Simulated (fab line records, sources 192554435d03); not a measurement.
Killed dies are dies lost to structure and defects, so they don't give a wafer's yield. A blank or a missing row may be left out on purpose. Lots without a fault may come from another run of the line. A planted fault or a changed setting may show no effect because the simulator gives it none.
Chamber matching | flow n5_finfet | N5_BEOL_M8_DEP_56 on pecvd-03: 3 sister chambers
The step deposits SiCN from 3MS/NH3, target thk 10 nm, time 17.5 s. 3 wafers are shown with their chamber, then 10 later ones without.

WAFERS WITH THEIR CHAMBER
wafer  | chamber | showerhead_plenum_p_Torr (Torr)
L084.5 | 2       | 3.664
L086.1 | 0       | 3.688
L086.2 | 1       | 3.680

WAFERS WITHOUT THEIR CHAMBER
wafer  | showerhead_plenum_p_Torr (Torr)
L086.4 | 3.686
L087.2 | 3.677
L087.5 | 3.679
L087.6 | 3.690
L091.4 | 3.663
L091.5 | 3.682
L091.6 | 3.674
L093.1 | 3.649
L093.4 | 3.688
L093.5 | 3.684

WHICH CHAMBER EACH WENT THROUGH
wafer  | from the rows above          | in truth
L086.4 | can't be placed: 0 or 1      | 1
L087.2 | can't be placed: 1 or 0 or 2 | 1
L087.5 | can't be placed: 1 or 0      | 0
L087.6 | can't be placed: 0 or 1      | 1
L091.4 | 2                            | 2
L091.5 | can't be placed: 1 or 0      | 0
L091.6 | can't be placed: 1 or 2 or 0 | 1
L093.1 | 2                            | 2
L093.4 | can't be placed: 0 or 1      | 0
L093.5 | can't be placed: 0 or 1      | 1
Placed correctly: 2 of 10. Can't be placed from these rows: 8 (the true chamber is among the candidates in 8). Placed wrongly: 0.
How it was worked out, from the rows above alone: a wafer's distance from a chamber is the root of the sum, over the readings, of the square of ((its reading less the chamber's mean) divided by the reading's scatter). The wafer belongs to the nearest chamber; if the next one is less than 2 further off, it can't be placed. A chamber's mean is the mean of its shown wafers. The scatter: with one shown wafer a chamber, the root of the mean of the squares of how far each hidden wafer lies from its nearest shown one.
